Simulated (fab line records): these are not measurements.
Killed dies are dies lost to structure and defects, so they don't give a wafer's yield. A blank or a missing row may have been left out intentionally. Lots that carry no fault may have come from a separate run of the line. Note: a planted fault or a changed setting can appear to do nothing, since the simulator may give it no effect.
fab line records / flow nand-harc
record: lots: 5 wafers: 15 last-day: 24
route steps=1159 shown A_CONTACT@851 END@1159
lots with no fault: from the same line, run without faults
start-h: hours from the record's opening day to when the first of the lot's shown wafers began / wait-h: hours since the lot's step before / " identical to the entry in the row above / L1.1+2: a single row standing in for several wafers / - no value, or no start given / * or withheld: withheld / < > ~ a bound
route shown NAME@n: NAME is a module with steps in the file, n the number in the route of the first one / usual: average and standard deviation across the fault-free wafers / same: alike in all rows / chamber/n: place in a boat / sites: the reading at each site / _std_site: how widely they spread, as a standard deviation / _edge_site: mean of outer sites minus mean of inner sites / radius-mm: for every site, how far away it sits from the centre of the wafer / mask NAME#n: copy n / behind: the last tool/chamber to shape the wafer / hold: why the lot went on hold/how many hours it stayed there/how the hold came to an end / device: transistor that didn't switch, given as n, p or np / end of line: at the end of the route, the tests of the same wafers / where a step has no rows: the recipe by itself / killed: at the first sort, the dies lost to defects and structure; wafer yield is something else / map: dies across one wafer; x = killed, . = not, _ = none there
set.NAME: the run value of the setting; set.NAME@STEP: its run value at that earlier step / model.NAME: the simulator's own value behind a step, which no gauge read
lots seen at some steps along the route; tables by step, rows by wafer
services: from which hour (start-h, from the record's first day; less than 0 if before it) a tool's chamber was out of use, for how many hours, and why
== steps ==
step: NHARC_A_CONTACT_EXPOSE_39
recipe: na: 1.35 sigma-outer: 0.8 dose-mj: 58.79 mask-id: A_CC_3
step: NHARC_A_CONTACT_PEB_40
recipe: peb-temp-c: 100 peb-time-s: 65
step: NHARC_A_CONTACT_DEVELOP_41
recipe: develop-time-s: 35 dev-temp-c: 23
step: NHARC_A_CONTACT_DESCUM_47
recipe: time-s: 3 o2-flow-sccm: 200 ar-flow-sccm: 0 bias-power-w: 0 chemistry: O2
step: NHARC_A_CONTACT_ETCH_48
recipe: target-depth-a: 390 over-etch-frac: 0.3 time-s: 65 ion-energy-ev: 80 cf4-flow-sccm: 150 ar-flow-sccm: 0 rf-w: 300 bias-w: 100 chemistry: CF4
step: NHARC_A_CONTACT_ETCH_49
recipe: target-depth-a: 2600 over-etch-frac: 0.3 time-s: 475.3 ion-energy-ev: 200 n2-flow-sccm: 150 h2-flow-sccm: 150 ar-flow-sccm: 0 rf-w: 400 bias-w: 150 chemistry: N2/H2
step: NHARC_A_CONTACT_ETCH_50
recipe: target-depth-a: 847 time-s: 42.4 cf4-flow-sccm: 100 chf3-flow-sccm: 30 ar-flow-sccm: 0 rf-w: 500 bias-w: 200 chemistry: CF4/CHF3
step: NHARC_A_CONTACT_ETCH_51
recipe: target-depth-a: 36000 over-etch-frac: 0.3 time-s: 936 ion-energy-ev: 150 o2-flow-sccm: 400 cos-flow-sccm: 20 ar-flow-sccm: 0 rf-w: 500 bias-w: 300 chemistry: O2/COS
step: NHARC_A_CONTACT_ETCH_111
recipe: source-w: withheld pressure-mtorr: 20 bias-v: withheld time-s: 140 target-depth-a: 7000 ar-flow-sccm: withheld c4f8-flow-sccm: withheld o2-flow-sccm: withheld chemistry: C4F8/O2/Ar
step: NHARC_A_CONTACT_ETCH_112
recipe: source-w: withheld pressure-mtorr: 20 bias-v: 3000 time-s: 94 target-depth-a: 9220 ar-flow-sccm: withheld c4f8-flow-sccm: withheld o2-flow-sccm: withheld chemistry: C4F8/O2/Ar
usual: chamber-pressure-mTorr: 20.000/0.018
lot.wafer=L324.1 tool=har-cap-etch-02 chamber=1 start-h=374.77 wait-h=0.2 chamber-pressure-mTorr=20.025 rf-hours-counter-h=11
lot.wafer=L324.2 tool=har-cap-etch-02 chamber=0 start-h=374.77 wait-h=0.2 chamber-pressure-mTorr=20.048 rf-hours-counter-h=11
lot.wafer=L324.5 tool=har-cap-etch-02 chamber=0 start-h=374.77 wait-h=0.2 chamber-pressure-mTorr=20.013 rf-hours-counter-h=-
lot.wafer=L331.2 tool=har-cap-etch-03 chamber=0 start-h=426.10 wait-h=0.2 chamber-pressure-mTorr=19.963 rf-hours-counter-h=87
lot.wafer=L331.1 tool=har-cap-etch-03 chamber=1 start-h=426.10 wait-h=0.2 chamber-pressure-mTorr=19.999 rf-hours-counter-h=87
lot.wafer=L331.5 tool=har-cap-etch-03 chamber=0 start-h=426.10 wait-h=0.2 chamber-pressure-mTorr=19.975 rf-hours-counter-h=-
lot.wafer=L343.2 tool=har-cap-etch-02 chamber=1 start-h=488.51 wait-h=0.2 chamber-pressure-mTorr=20.000 rf-hours-counter-h=29
lot.wafer=L343.3 tool=har-cap-etch-02 chamber=1 start-h=488.51 wait-h=0.2 chamber-pressure-mTorr=20.004 rf-hours-counter-h=-
lot.wafer=L343.4 tool=har-cap-etch-02 chamber=0 start-h=488.51 wait-h=0.2 chamber-pressure-mTorr=19.997 rf-hours-counter-h=-
lot.wafer=L344.2 tool=har-cap-etch-02 chamber=0 start-h=498.48 wait-h=0.3 chamber-pressure-mTorr=20.017 rf-hours-counter-h=32
lot.wafer=L344.3 tool=har-cap-etch-02 chamber=0 start-h=498.48 wait-h=0.3 chamber-pressure-mTorr=20.001 rf-hours-counter-h=-
lot.wafer=L344.6 tool=har-cap-etch-02 chamber=0 start-h=498.48 wait-h=0.3 chamber-pressure-mTorr=19.964 rf-hours-counter-h=-
lot.wafer=L346.3 tool=har-cap-etch-02 chamber=0 start-h=504.16 wait-h=0.2 chamber-pressure-mTorr=19.977 rf-hours-counter-h=-
lot.wafer=L346.6 tool=har-cap-etch-02 chamber=1 start-h=504.16 wait-h=0.2 chamber-pressure-mTorr=19.993 rf-hours-counter-h=-
lot.wafer=L346.5 tool=har-cap-etch-02 chamber=0 start-h=504.16 wait-h=0.2 chamber-pressure-mTorr=20.003 rf-hours-counter-h=-
step: NHARC_A_CONTACT_ETCH_113
recipe: source-w: withheld pressure-mtorr: 20 bias-v: 3000 time-s: 94 target-depth-a: 9220 ar-flow-sccm: withheld c4f8-flow-sccm: withheld o2-flow-sccm: withheld chemistry: C4F8/O2/Ar
step: NHARC_A_CONTACT_ETCH_114
recipe: source-w: withheld pressure-mtorr: 20 bias-v: 3000 time-s: 94 target-depth-a: 9220 ar-flow-sccm: withheld c4f8-flow-sccm: withheld o2-flow-sccm: withheld chemistry: C4F8/O2/Ar
step: NHARC_A_CONTACT_ETCH_115
recipe: source-w: withheld pressure-mtorr: 20 bias-v: 3000 time-s: 94 target-depth-a: 9220 ar-flow-sccm: withheld c4f8-flow-sccm: withheld o2-flow-sccm: withheld chemistry: C4F8/O2/Ar
step: NHARC_A_CONTACT_ETCH_116
recipe: source-w: withheld pressure-mtorr: 20 bias-v: 3000 time-s: 94 target-depth-a: 9220 ar-flow-sccm: withheld c4f8-flow-sccm: withheld o2-flow-sccm: withheld chemistry: C4F8/O2/Ar
step: NHARC_A_CONTACT_ETCH_117
recipe: source-w: withheld pressure-mtorr: 20 bias-v: 3000 time-s: 94 target-depth-a: 9220 ar-flow-sccm: withheld c4f8-flow-sccm: withheld o2-flow-sccm: withheld chemistry: C4F8/O2/Ar
step: NHARC_A_CONTACT_ETCH_118
recipe: source-w: withheld pressure-mtorr: 20 bias-v: 3000 time-s: 94 target-depth-a: 9220 ar-flow-sccm: withheld c4f8-flow-sccm: withheld o2-flow-sccm: withheld chemistry: C4F8/O2/Ar
step: NHARC_A_CONTACT_ETCH_119
recipe: source-w: withheld pressure-mtorr: 20 bias-v: 3000 time-s: 94 target-depth-a: 9220 ar-flow-sccm: withheld c4f8-flow-sccm: withheld o2-flow-sccm: withheld chemistry: C4F8/O2/Ar
step: NHARC_A_CONTACT_ETCH_120
recipe: source-w: withheld pressure-mtorr: 20 bias-v: 3000 time-s: 94 target-depth-a: 9220 ar-flow-sccm: withheld c4f8-flow-sccm: withheld o2-flow-sccm: withheld chemistry: C4F8/O2/Ar
step: NHARC_A_CONTACT_ETCH_121
recipe: source-w: withheld pressure-mtorr: 20 bias-v: 3000 time-s: 94 target-depth-a: 9220 ar-flow-sccm: withheld c4f8-flow-sccm: withheld o2-flow-sccm: withheld chemistry: C4F8/O2/Ar
step: NHARC_A_CONTACT_ETCH_122
recipe: source-w: withheld pressure-mtorr: 20 bias-v: 3000 time-s: 95 target-depth-a: 9300 ar-flow-sccm: withheld c4f8-flow-sccm: withheld o2-flow-sccm: withheld chemistry: C4F8/O2/Ar
step: NHARC_A_CONTACT_ETCH_123
recipe: source-w: withheld pressure-mtorr: 20 bias-v: 400 time-s: 253 target-depth-a: 10900 ar-flow-sccm: withheld c4f8-flow-sccm: 11.5 o2-flow-sccm: 7.2 chemistry: C4F8/O2/Ar
step: NHARC_A_CONTACT_ETCH_90
recipe: target-depth-a: 400 over-etch-frac: 0.5 time-s: 85.7 ion-energy-ev: 120 ch3f-flow-sccm: 50 o2-flow-sccm: 30 ar-flow-sccm: 200 rf-w: 500 bias-w: 100 chemistry: CH3F/O2
step: NHARC_A_CONTACT_ETCH_96
recipe: target-depth-a: 200 over-etch-frac: 0.5 time-s: 10 ion-energy-ev: 250 c4f6-flow-sccm: 25 o2-flow-sccm: 20 ar-flow-sccm: 500 rf-w: 600 bias-w: 500 chemistry: C4F6/O2
step: NHARC_A_CONTACT_STRIP_99
recipe: n2-flow-sccm: 150 h2-flow-sccm: 150 ar-flow-sccm: 0 bias-w: 0 chemistry: N2/H2
step: NHARC_A_CONTACT_STRIP_100
recipe: cf4-flow-sccm: 100 chf3-flow-sccm: 30 ar-flow-sccm: 0 bias-w: 0 chemistry: CF4/CHF3
step: NHARC_A_CONTACT_STRIP_101
recipe: o2-flow-sccm: 400 cos-flow-sccm: 20 ar-flow-sccm: 0 bias-w: 0 chemistry: O2/COS
step: NHARC_A_CONTACT_ETCH_102
recipe: target-depth-a: 700 overetch-a: 70 time-s: 38.5 ion-energy-ev: 100 cf4-flow-sccm: 80 o2-flow-sccm: 20 ar-flow-sccm: 0 rf-w: 300 bias-w: 100 chemistry: CF4/O2
step: NHARC_A_CONTACT_STRIP_55
recipe: o2-flow-sccm: 500 ar-flow-sccm: 0 bias-w: 0 chemistry: O2
step: NHARC_A_CONTACT_STRIP_56
recipe: time-s: 600 temp-c: 30 chemistry: post-etch-residue-remover
step: NHARC_A_CONTACT_DEP_57
recipe: target-thk-a: 28000 temp-c: 400 material: aC
step: NHARC_A_CONTACT_DEP_58
recipe: target-thk-a: 600 target-thk-nm: 60 temp-c: 400 pressure-torr: 3.5 flow-sccm: 200 rf-w: 350 material: SiON
step: NHARC_A_CONTACT_DEHYDRATE_59
recipe: temp-c: 150 time-s: 120
step: NHARC_A_CONTACT_HMDS_60
recipe: time-s: 30
step: NHARC_A_CONTACT_COAT_61
recipe: temp-c: 260 time-s: 75
step: NHARC_A_CONTACT_COAT_62
recipe: temp-c: 225 time-s: 65
step: NHARC_A_CONTACT_COAT_63
recipe: spin-rpm: 1500 resist-thk-nm: 90
step: NHARC_A_CONTACT_SOFTBAKE_64
recipe: temp-c: 105 time-s: 55
step: NHARC_A_CONTACT_EBR_65
step: NHARC_END_SORT_01
recipe: temp-c: 25
usual: killed-at-array: 27/11 killed-at-other: 0.8/1.4 killed-at-periphery: 3.3/2 killed-dies: 31/11 killed-open: 3.4/1.8 killed-short: 2.1/1.3
same: gross-dies: 677
lot.wafer=L324.1 tool=prober-01 chamber=0 start-h=461.39 wait-h=2.5 killed-at-array=29 killed-at-other=2 killed-at-periphery=3 killed-dies=34 killed-open=3 killed-short=2
lot.wafer=L324.2 tool=prober-01 chamber=0 start-h=462.18 wait-h=2.8 killed-at-array=23 killed-at-other=6 killed-at-periphery=2 killed-dies=31 killed-open=1 killed-short=3
lot.wafer=L324.5 tool=prober-01 chamber=0 start-h=464.55 wait-h=3.7 killed-at-array=30 killed-at-other=2 killed-at-periphery=0 killed-dies=32 killed-open=2 killed-short=1
lot.wafer=L331.1 tool=prober-02 chamber=0 start-h=496.84 wait-h=2.5 killed-at-array=11 killed-at-other=1 killed-at-periphery=2 killed-dies=14 killed-open=5 killed-short=2
lot.wafer=L331.2 tool=prober-02 chamber=0 start-h=497.63 wait-h=2.8 killed-at-array=15 killed-at-other=1 killed-at-periphery=1 killed-dies=17 killed-open=2 killed-short=0
lot.wafer=L331.5 tool=prober-02 chamber=0 start-h=500.00 wait-h=3.7 killed-at-array=14 killed-at-other=1 killed-at-periphery=1 killed-dies=16 killed-open=3 killed-short=1
lot.wafer=L343.2 tool=prober-01 chamber=0 start-h=560.99 wait-h=2.9 killed-at-array=93 killed-at-other=0 killed-at-periphery=6 killed-dies=99 killed-open=1 killed-short=3
lot.wafer=L343.3 tool=prober-01 chamber=0 start-h=561.78 wait-h=3.1 killed-at-array=101 killed-at-other=0 killed-at-periphery=3 killed-dies=104 killed-open=2 killed-short=1
lot.wafer=L343.4 tool=prober-01 chamber=0 start-h=562.58 wait-h=3.4 killed-at-array=71 killed-at-other=0 killed-at-periphery=7 killed-dies=78 killed-open=2 killed-short=3
lot.wafer=L344.2 tool=prober-02 chamber=0 start-h=568.81 wait-h=2.8 killed-at-array=69 killed-at-other=0 killed-at-periphery=2 killed-dies=71 killed-open=5 killed-short=3
lot.wafer=L344.3 tool=prober-02 chamber=0 start-h=569.62 wait-h=3.1 killed-at-array=72 killed-at-other=1 killed-at-periphery=3 killed-dies=76 killed-open=6 killed-short=0
lot.wafer=L344.6 tool=prober-02 chamber=0 start-h=572.06 wait-h=4.1 killed-at-array=64 killed-at-other=0 killed-at-periphery=1 killed-dies=65 killed-open=2 killed-short=1
lot.wafer=L346.3 tool=prober-01 chamber=0 start-h=577.49 wait-h=3.1 killed-at-array=55 killed-at-other=1 killed-at-periphery=3 killed-dies=59 killed-open=7 killed-short=2
lot.wafer=L346.5 tool=prober-01 chamber=0 start-h=579.10 wait-h=3.7 killed-at-array=57 killed-at-other=0 killed-at-periphery=7 killed-dies=64 killed-open=6 killed-short=5
lot.wafer=L346.6 tool=prober-01 chamber=0 start-h=579.91 wait-h=4.0 killed-at-array=78 killed-at-other=1 killed-at-periphery=1 killed-dies=80 killed-open=0 killed-short=1
killed by level:class
L324.1 A_CHANNEL_HOLE_D1:chamber-film-flake=16 A_STAIRCASE:chamber-film-flake=3 A_WL_FILL:chamber-film-flake=3 THIN_TSV:chamber-film-flake=2 A_ONON_D1:geometric-particle:open=1 A_ONON_D1:geometric-particle:short=1 A_CHANNEL_HOLE_D1:geometric-particle:open=1 A_WL_FILL:geometric-particle:short=1
L324.2 A_CHANNEL_HOLE_D1:chamber-film-flake=11 THIN_TSV:chamber-film-flake=6 A_CONTACT:chamber-film-flake=3 A_STAIRCASE:chamber-film-flake=2 A_SLIT:chamber-film-flake=2 A_WL_FILL:chamber-film-flake=2 P_M0:geometric-particle:short=1 A_CHANNEL_FILL_D1:geometric-particle:short=1
L324.5 A_CHANNEL_HOLE_D1:chamber-film-flake=15 A_WL_FILL:chamber-film-flake=5 A_STAIRCASE:chamber-film-flake=3 A_SLIT:chamber-film-flake=3 THIN_TSV:chamber-film-flake=2 A_CHANNEL_HOLE_D1:geometric-particle:open=1 A_WL_FILL:geometric-particle:short=1 A_CONTACT:geometric-particle:open=1
L331.1 A_CHANNEL_HOLE_D1:chamber-film-flake=4 A_SGD_CUT:geometric-particle:open=2 P_M0:geometric-particle:open=1 A_WL_FILL:geometric-particle:short=1 A_WL_FILL:geometric-particle:open=1 A_CONTACT:geometric-particle:short=1 A_M0:geometric-particle:open=1 P_M1:chamber-film-flake=1
L331.2 A_CONTACT:chamber-film-flake=6 A_STAIRCASE:chamber-film-flake=5 A_ONON_D1:geometric-particle:open=1 A_CHANNEL_FILL_D1:geometric-particle:open=1 P_GATE:chamber-film-flake=1 A_CHANNEL_HOLE_D1:chamber-film-flake=1 A_WL_FILL:chamber-film-flake=1 THIN_TSV:chamber-film-flake=1
L331.5 A_STAIRCASE:chamber-film-flake=6 A_CHANNEL_HOLE_D1:chamber-film-flake=3 A_CONTACT:chamber-film-flake=2 P_CONTACT:geometric-particle:open=1 A_CONTACT:geometric-particle:open=1 A_CONTACT:geometric-particle:short=1 A_M0:geometric-particle:open=1 THIN_TSV:chamber-film-flake=1
L343.2 A_CONTACT:unspecified=54 A_CHANNEL_HOLE_D1:chamber-film-flake=22 A_SLIT:chamber-film-flake=5 P_BONDPAD:chamber-film-flake=3 A_STAIRCASE:chamber-film-flake=3 A_WL_FILL:chamber-film-flake=3 A_CONTACT:chamber-film-flake=3 A_ONON_D1:geometric-particle:short=2
L343.3 A_CONTACT:unspecified=63 A_CHANNEL_HOLE_D1:chamber-film-flake=20 A_SLIT:chamber-film-flake=11 A_CONTACT:chamber-film-flake=3 P_GATE:geometric-particle:open=1 A_SOURCE_PLATE:geometric-particle:open=1 A_ONON_D1:geometric-particle:short=1 P_ZERO_WELL:chamber-film-flake=1
L343.4 A_CONTACT:unspecified=34 A_CHANNEL_HOLE_D1:chamber-film-flake=20 A_SLIT:chamber-film-flake=10 P_BONDPAD:chamber-film-flake=2 P_ZERO_WELL:chamber-film-flake=2 P_GATE:chamber-film-flake=2 A_STAIRCASE:chamber-film-flake=2 P_M0:geometric-particle:open=1
L344.2 A_CONTACT:unspecified=37 A_SLIT:chamber-film-flake=9 A_CHANNEL_HOLE_D1:chamber-film-flake=6 A_STAIRCASE:chamber-film-flake=6 A_CONTACT:chamber-film-flake=5 A_WL_FILL:geometric-particle:open=2 P_GATE:geometric-particle:open=1 P_GATE:geometric-particle:short=1
L344.3 A_CONTACT:unspecified=41 A_SLIT:chamber-film-flake=18 A_STAIRCASE:chamber-film-flake=3 A_CONTACT:chamber-film-flake=3 P_M1:geometric-particle:open=2 A_BLC:geometric-particle:open=2 A_SGD_CUT:geometric-particle:open=1 A_WL_FILL:geometric-particle:open=1
L344.6 A_CONTACT:unspecified=33 A_SLIT:chamber-film-flake=13 A_CHANNEL_HOLE_D1:chamber-film-flake=8 A_STAIRCASE:chamber-film-flake=5 A_WL_FILL:geometric-particle:short=1 A_CONTACT:geometric-particle:open=1 A_BLC:geometric-particle:open=1 P_GATE:chamber-film-flake=1
L346.3 A_CONTACT:unspecified=32 A_CHANNEL_HOLE_D1:chamber-film-flake=7 A_ONON_D1:geometric-particle:open=3 A_STAIRCASE:chamber-film-flake=3 P_ZERO_WELL:chamber-film-flake=2 A_SGD_CUT:chamber-film-flake=2 A_CONTACT:chamber-film-flake=2 P_M1:geometric-particle:open=1
L346.5 A_CONTACT:unspecified=35 A_CHANNEL_HOLE_D1:chamber-film-flake=6 P_ZERO_WELL:chamber-film-flake=3 A_WL_FILL:geometric-particle:short=2 A_CHANNEL_FILL_D1:chamber-film-flake=2 A_STAIRCASE:chamber-film-flake=2 A_SGD_CUT:chamber-film-flake=2 P_GATE:geometric-particle:open=1
L346.6 A_CONTACT:unspecified=59 A_CHANNEL_HOLE_D1:chamber-film-flake=5 A_CONTACT:chamber-film-flake=4 A_SGD_CUT:chamber-film-flake=2 A_SLIT:chamber-film-flake=2 A_M1:chamber-film-flake=2 A_CHANNEL_HOLE_D1:geometric-particle:short=1 P_ZERO_WELL:chamber-film-flake=1
map L343.3 (x killed, . not)
____________.____________
_________......._________
_______..........._______
______.............______
_____..............._____
____.................____
____.................____
___.xx................___
___xxx.x..............___
__xxx..................__
__x.x.xx...............__
_xxxxx.................._
_xxxxxx................._
_.xx.x.................._
_.xxx..................._
_.x.....xx.............._
..xx.....................
.........................
.........................
............x............
..x...........x...x......
_......................._
_......................._
_......................._
_...x..................._
_....x.................._
__....x..xx............__
__.xx.xxxx.............__
___.xxxxxxxx..........___
___xxxxxxxx...........___
____xxxxxxxx....x....____
____xxxxxxxx.........____
_____xxxxxxxx......._____
______xxxxxx.......______
_______xxxxx......_______
_________xx....._________
____________.____________
map L344.3 (x killed, . not)
____________.____________
_________......._________
_______..........._______
______.............______
_____..............._____
____.................____
____.................____
___.x..x..............___
___x..xx..............___
__...x.x...............__
__xxxx..........x......__
_.xx...................._
_...x.x................._
_.x.x..................x_
_xx.xxx..........x.x...._
_xx..............x......_
xxxx.....................
xxxx..........x..........
xxxxx........x........x..
xxxx.....................
xxxx.............x.......
_xxx...................._
_xxx...................._
_xxx...................._
_xxxx..................._
_x.x.....x......x......._
__.x...................__
__...x.................__
___......x............___
___...................___
____.................____
____............x....____
_____.............x._____
______.............______
_______..........._______
_________......._________
____________.____________
== services ==
tool=har-cap-etch-03 chamber=- start-h=365.53 hours=5.1 kind=repair
tool=har-cap-etch-02 chamber=- start-h=407.55 hours=0.5 kind=repair
== key ==
first-sign: step: NHARC_END_SORT_01 reading: killed-dies direction: up sigmas: 4.3 usual: 31 struck: 77
effect: step: NHARC_END_SORT_01 reading: killed-at-array direction: up sigmas: 4.3 usual: 27 struck: 73
more-kills-born-at: NHARC_A_CONTACT_ETCH_112@har-cap-etch-02: 387
met-at NHARC_A_CONTACT_ETCH_112
struck-wafers L343.2,L343.3,L343.4,L344.2,L344.3,L344.6,L346.3,L346.5,L346.6
tester-left-out L343,L344,L346
onset-between 374.77 488.51
also-fits time
fault: kind: chamber-particle-source tool: har-cap-etch-02 chamber: - onset-h: 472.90 steps: NHARC_A_CONTACT_ETCH_112 rate-per-visit-cm2: 0.86872 end-h: 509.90
tester-left-out: of these lots the tester's yield and bins aren't shown, on N5 and GAA mostly nor the transistor test; their killed dies are dies lost to structure and defects alone, not to doping, threshold or leakage, so they don't give the yield
